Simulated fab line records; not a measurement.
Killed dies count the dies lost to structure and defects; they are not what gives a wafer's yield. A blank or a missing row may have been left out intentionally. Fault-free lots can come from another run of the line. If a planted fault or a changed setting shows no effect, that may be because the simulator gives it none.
What tool caused it? :: flow nandHarc :: 14 lots, 42 wafers sampled, at 6 steps of a route of 1159

== WHAT THE GAUGES SHOWED, per wafer ==
NHARC_A_ONON_D1_THK_MEAS_21: measures by ellipsometry.
lot: L709
measured: day 8 01:56
on: filmMetro-01
thkNm (nm): 1003 1005 1004

lot: L711
measured: day 8 14:05
on: filmMetro-02
thkNm (nm): 1006 1003 1002

lot: L716
measured: day 9 14:08
on: filmMetro-02
thkNm (nm): 995 996 996

lot: L717
measured: day 10 09:46
on: filmMetro-02
thkNm (nm): 1505 1505 1504

lot: L722
measured: day 10 22:22
on: filmMetro-01
thkNm (nm): 980 981 981

lot: L720
measured: day 10 22:21
on: filmMetro-02
thkNm (nm): 1500 1499 1500

lot: L723
measured: day 11 08:35
on: filmMetro-02
thkNm (nm): 976 977 977

lot: L724
measured: day 11 19:02
on: filmMetro-01
thkNm (nm): 1008 1006 1009

lot: L725
measured: day 12 02:28
on: filmMetro-01
thkNm (nm): 987 987 989

lot: L726
measured: day 12 08:47
on: filmMetro-02
thkNm (nm): 1010 1012 1011

lot: L727
measured: day 12 08:47
on: filmMetro-01
thkNm (nm): 999 1000 998

lot: L729
measured: day 13 01:44
on: filmMetro-02
thkNm (nm): 993 990 992

lot: L730
measured: day 13 01:44
on: filmMetro-01
thkNm (nm): 1009 1009 1007

lot: L731
measured: day 13 11:07
on: filmMetro-02
thkNm (nm): 986 985 988

NHARC_A_CHANNEL_HOLE_D1_OVL_MEAS_11.
lot: L709
measured: day 8 09:30
on: overlay-01
overlayXNm (nm): -1.0 -1.0 -0.7
overlayYNm (nm): 0.6 0.7 0.4

lot: L711
measured: day 8 19:25
on: overlay-02
overlayXNm (nm): -0.8 -1.1 -1.0
overlayYNm (nm): -1.0 -0.5 -0.8

lot: L716
measured: day 9 19:27
on: overlay-02
overlayXNm (nm): 0.5 0.4 0.8
overlayYNm (nm): 0.0 -0.1 -0.3

lot: L722
measured: day 11 06:24
on: overlay-02
overlayXNm (nm): -0.6 0.1 0.2
overlayYNm (nm): 0.9 0.5 0.4

lot: L723
measured: day 11 14:44
on: overlay-02
overlayXNm (nm): -0.4 -0.6 -0.8
overlayYNm (nm): 2.1 2.0 1.9

lot: L724
measured: day 12 00:50
on: overlay-01
overlayXNm (nm): 0.9 0.5 0.7
overlayYNm (nm): 1.1 1.2 1.1

lot: L725
measured: day 12 07:32
on: overlay-02
overlayXNm (nm): 0.7 -0.4 0.4
overlayYNm (nm): 0.6 1.0 0.9

lot: L726
measured: day 12 13:48
on: overlay-02
overlayXNm (nm): -0.2 0.2 -0.3
overlayYNm (nm): -1.2 -1.6 -1.3

lot: L727
measured: day 12 15:08
on: overlay-02
overlayXNm (nm): -1.2 -1.5 -1.6
overlayYNm (nm): -0.6 -0.5 -0.1

lot: L729
measured: day 13 06:46
on: overlay-01
overlayXNm (nm): -1.0 -1.3 -1.2
overlayYNm (nm): 0.8 0.9 1.2

lot: L730
measured: day 13 08:28
on: overlay-02
overlayXNm (nm): -0.4 -0.1 -0.3
overlayYNm (nm): 1.1 1.3 1.3

lot: L731
measured: day 13 17:02
on: overlay-02
overlayXNm (nm): 0.0 0.0 -0.1
overlayYNm (nm): -0.8 -1.0 0.0

NHARC_END_SORT_01.
lot: L717
measured: day 24 00:25
on: prober-02
killedAtArray: 676 675 665
killedAtOther: 0 0 1
killedAtPeriphery: 1 2 11
killedDies: 677 677 677
killedOpen: 6 2 3
killedShort: 0 1 2

lot: L720
measured: day 23 10:12
on: prober-01
killedAtArray: 677 670 676
killedAtOther: 0 0 0
killedAtPeriphery: 0 7 1
killedDies: 677 677 677
killedOpen: 4 3 3
killedShort: 2 1 3

== EACH LOT AND THE TOOL THAT RAN IT (in order: tool; ch and the chambers of the sampled wafers; start) ==
lot: L709
NHARC_P_BONDPAD_PRE_CLEAN_26: pvdSputter-01, day 6 14:34 or earlier
NHARC_P_BONDPAD_ANNEAL_28: rtpAnneal-02 ch 0, day 6 14:34
NHARC_A_ONON_D1_DEP_19: pecvdOnon-01 ch 0, day 8 01:25

lot: L711
NHARC_P_BONDPAD_PRE_CLEAN_26: pvdSputter-01, day 7 00:43 or earlier
NHARC_P_BONDPAD_ANNEAL_28: rtpAnneal-02 ch 0, day 7 00:43
NHARC_A_ONON_D1_DEP_19: pecvdOnon-02 ch 0, day 8 13:34

lot: L716
NHARC_P_BONDPAD_PRE_CLEAN_26: pvdSputter-01, day 8 03:09 or earlier
NHARC_P_BONDPAD_ANNEAL_28: rtpAnneal-02 ch 0, day 8 03:09
NHARC_A_ONON_D1_DEP_19: pecvdOnon-03 ch 0, day 9 13:37

lot: L717
NHARC_P_BONDPAD_PRE_CLEAN_26: pvdSputter-02, day 8 11:55 or earlier
NHARC_P_BONDPAD_ANNEAL_28: rtpAnneal-01 ch 0, day 8 11:55
NHARC_A_ONON_D1_DEP_19: pecvdOnon-02 ch 0, day 10 09:15

lot: L722
NHARC_P_BONDPAD_PRE_CLEAN_26: pvdSputter-01, day 9 12:20 or earlier
NHARC_P_BONDPAD_ANNEAL_28: rtpAnneal-02 ch 0, day 9 12:20
NHARC_A_ONON_D1_DEP_19: pecvdOnon-03 ch 0, day 10 21:52

lot: L720
NHARC_P_BONDPAD_PRE_CLEAN_26: pvdSputter-03, day 9 14:07 or earlier
NHARC_P_BONDPAD_ANNEAL_28: rtpAnneal-02 ch 0, day 9 14:07
NHARC_A_ONON_D1_DEP_19: pecvdOnon-02 ch 0, day 10 21:58

lot: L723
NHARC_P_BONDPAD_PRE_CLEAN_26: pvdSputter-02, day 9 20:55 or earlier
NHARC_P_BONDPAD_ANNEAL_28: rtpAnneal-01 ch 0, day 9 20:55
NHARC_A_ONON_D1_DEP_19: pecvdOnon-01 ch 0, day 11 08:05

lot: L724
NHARC_P_BONDPAD_PRE_CLEAN_26: pvdSputter-03, day 10 04:01 or earlier
NHARC_P_BONDPAD_ANNEAL_28: rtpAnneal-01 ch 0, day 10 04:01
NHARC_A_ONON_D1_DEP_19: pecvdOnon-01 ch 0, day 11 18:32

lot: L725
NHARC_P_BONDPAD_PRE_CLEAN_26: pvdSputter-03, day 10 15:51 or earlier
NHARC_P_BONDPAD_ANNEAL_28: rtpAnneal-01 ch 0, day 10 15:51
NHARC_A_ONON_D1_DEP_19: pecvdOnon-01 ch 0, day 12 01:58

lot: L726
NHARC_P_BONDPAD_PRE_CLEAN_26: pvdSputter-02, day 10 19:49 or earlier
NHARC_P_BONDPAD_ANNEAL_28: rtpAnneal-01 ch 0, day 10 19:49
NHARC_A_ONON_D1_DEP_19: pecvdOnon-03 ch 0, day 12 08:17

lot: L727
NHARC_P_BONDPAD_PRE_CLEAN_26: pvdSputter-03, day 10 22:43 or earlier
NHARC_P_BONDPAD_ANNEAL_28: rtpAnneal-01 ch 0, day 10 22:43
NHARC_A_ONON_D1_DEP_19: pecvdOnon-01 ch 0, day 12 08:17

lot: L729
NHARC_P_BONDPAD_PRE_CLEAN_26: pvdSputter-01, day 11 10:37 or earlier
NHARC_P_BONDPAD_ANNEAL_28: rtpAnneal-01 ch 0, day 11 10:37
NHARC_A_ONON_D1_DEP_19: pecvdOnon-03 ch 0, day 13 01:20

lot: L730
NHARC_P_BONDPAD_PRE_CLEAN_26: pvdSputter-03, day 11 11:12 or earlier
NHARC_P_BONDPAD_ANNEAL_28: rtpAnneal-01 ch 0, day 11 11:12
NHARC_A_ONON_D1_DEP_19: pecvdOnon-01 ch 0, day 13 01:13

lot: L731
NHARC_P_BONDPAD_PRE_CLEAN_26: pvdSputter-03, day 12 00:36 or earlier
NHARC_P_BONDPAD_ANNEAL_28: rtpAnneal-02 ch 0, day 12 00:36
NHARC_A_ONON_D1_DEP_19: pecvdOnon-03 ch 0, day 13 10:40
- NHARC_P_BONDPAD_PRE_CLEAN_26: time 30 s.
- NHARC_P_BONDPAD_ANNEAL_28: time 90 s.
- NHARC_A_ONON_D1_DEP_19: target thk 1000 nm.

== AS READ BY THE TOOLS THEMSELVES (means over the sampled wafers that have a number; for cases with no such wafer, the mark the record gives instead) ==
NHARC_P_BONDPAD_PRE_CLEAN_26.
lot: L709
tool: pvdSputter-01
heaterPowerW (W): 430

lot: L711
tool: pvdSputter-01
heaterPowerW (W): 423

lot: L716
tool: pvdSputter-01
heaterPowerW (W): 429

lot: L717
tool: pvdSputter-02
heaterPowerW (W): 399

lot: L722
tool: pvdSputter-01
heaterPowerW (W): 439

lot: L720
tool: pvdSputter-03
heaterPowerW (W): 416

lot: L723
tool: pvdSputter-02
heaterPowerW (W): 400

lot: L724
tool: pvdSputter-03
heaterPowerW (W): 427

lot: L725
tool: pvdSputter-03
heaterPowerW (W): 408

lot: L726
tool: pvdSputter-02
heaterPowerW (W): 409

lot: L727
tool: pvdSputter-03
heaterPowerW (W): 407

lot: L729
tool: pvdSputter-01
heaterPowerW (W): 437

lot: L730
tool: pvdSputter-03
heaterPowerW (W): 364

lot: L731
tool: pvdSputter-03
heaterPowerW (W): 393

NHARC_P_BONDPAD_ANNEAL_28.
lot: L709
tool: rtpAnneal-02
wafer_temp_C_max: 225.7

lot: L711
tool: rtpAnneal-02
wafer_temp_C_max: 225.9

lot: L716
tool: rtpAnneal-02
wafer_temp_C_max: 225.6

lot: L717
tool: rtpAnneal-01
wafer_temp_C_max: 226.4

lot: L722
tool: rtpAnneal-02
wafer_temp_C_max: 225.8

lot: L720
tool: rtpAnneal-02
wafer_temp_C_max: 225.7

lot: L723
tool: rtpAnneal-01
wafer_temp_C_max: 225.9

lot: L724
tool: rtpAnneal-01
wafer_temp_C_max: 226.2

lot: L725
tool: rtpAnneal-01
wafer_temp_C_max: 226.1

lot: L726
tool: rtpAnneal-01
wafer_temp_C_max: 226.0

lot: L727
tool: rtpAnneal-01
wafer_temp_C_max: 225.8

lot: L729
tool: rtpAnneal-01
wafer_temp_C_max: 226.0

lot: L730
tool: rtpAnneal-01
wafer_temp_C_max: 226.6

lot: L731
tool: rtpAnneal-02
wafer_temp_C_max: 225.6

== THE ANSWER, worked out from the rows above alone ==
Rule: the usual values come from the lots themselves. Put in order of their means at a reading, lots are off if they are a third of the lots or fewer, leave a main group of 4 or more, and stand apart from it by a gap of 3 or more times the standard deviation of the main group's means; of several such gaps the widest counts. If all means in a main group match to the digits the tables above print for the reading, that group is not used. Also off: a lot with no number at a reading for which 4 or more lots have one. Any other lot the step has rows for is counted as sound. After the gauges, taken in route order, come the tools' own readings; for these a lot's mean is taken, as printed above. The first step at which some lot is off is used, and at that step the reading that is off furthest; a lot without a number counts as furthest.
Off: L717, L720 (NHARC_A_ONON_D1_THK_MEAS_21, thkNm). For the main group the mean is 996 nm and the standard deviation 11.
If a tool, at a process step before that reading, ran all the lots that are off and no sound lot after the first of them, it fits. Those tools and the gauges at NHARC_A_ONON_D1_THK_MEAS_21 are tried in the same way. With no start given for some of its lots, NHARC_P_BONDPAD_PRE_CLEAN_26 uses the hours and lot order of NHARC_P_BONDPAD_ANNEAL_28. One candidate fits, namely pecvdOnon-02 at NHARC_A_ONON_D1_DEP_19. A fault onset in the window from L711 (day 8 13:34, its last sound lot) to L717 (day 10 09:15, its first lot off) fits.

== WHAT HAD BEEN PUT IN BY THE SIMULATOR ==
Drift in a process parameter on pecvdOnon-02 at NHARC_A_ONON_D1_DEP_19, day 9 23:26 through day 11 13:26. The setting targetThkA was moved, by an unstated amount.
Lots struck among those shown: L717, L720. This agrees with what the rule above found.
